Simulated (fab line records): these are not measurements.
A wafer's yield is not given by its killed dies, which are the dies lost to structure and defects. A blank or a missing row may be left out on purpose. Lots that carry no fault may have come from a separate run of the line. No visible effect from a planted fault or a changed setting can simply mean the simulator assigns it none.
Matching of chambers    flow n5 finfet    rie si-06 running N5_DUMMY_GATE_ETCH_44: 4 sister chambers
The step etches poly-Si in HBr/O2, stops on SiO2, target depth 127.5 nm. 7 wafers are shown with their chamber, then 7 later ones without.

== WAFERS, EACH WITH ITS CHAMBER ==
wafer   chamber  throttle valve pct (%)  drypump motor current A (A)
L222.3  0        18.35                   5.87
L229.2  3        18.09                   5.47
L229.4  1        18.67                   6.12
L241.5  2        18.87                   5.76
L241.6  1        18.65                   6.17
L242.2  3        18.07                   5.48
L242.4  2        18.88                   5.77

== WAFERS WITH NO CHAMBER GIVEN ==
wafer   throttle valve pct (%)  drypump motor current A (A)
L242.6  18.86                   5.76
L243.1  18.87                   5.76
L243.2  18.08                   5.44
L243.4  18.36                   5.87
L244.1  18.87                   5.80
L244.5  18.87                   5.80
L244.6  18.35                   5.87

== WHICH CHAMBER EACH ONE RAN IN ==
wafer   from the rows above  in truth
L242.6  2                    2
L243.1  2                    2
L243.2  3                    3
L243.4  0                    0
L244.1  2                    2
L244.5  2                    2
L244.6  0                    0
Placed correctly: 7 of 7. Left unplaced by these rows: 0. Number placed wrongly: 0.
How it was worked out, from the rows above alone: a wafer's distance from a chamber is the root of the sum, over the readings, of the square of ((its reading less the chamber's mean) divided by the reading's scatter). The wafer belongs to the nearest chamber; if the next one is less than 2 further off, it can't be placed. A chamber's mean is the mean of its shown wafers. The scatter: the root of (the sum of the squares of (reading less its chamber's mean) over the shown wafers, divided by (wafers less chambers)).
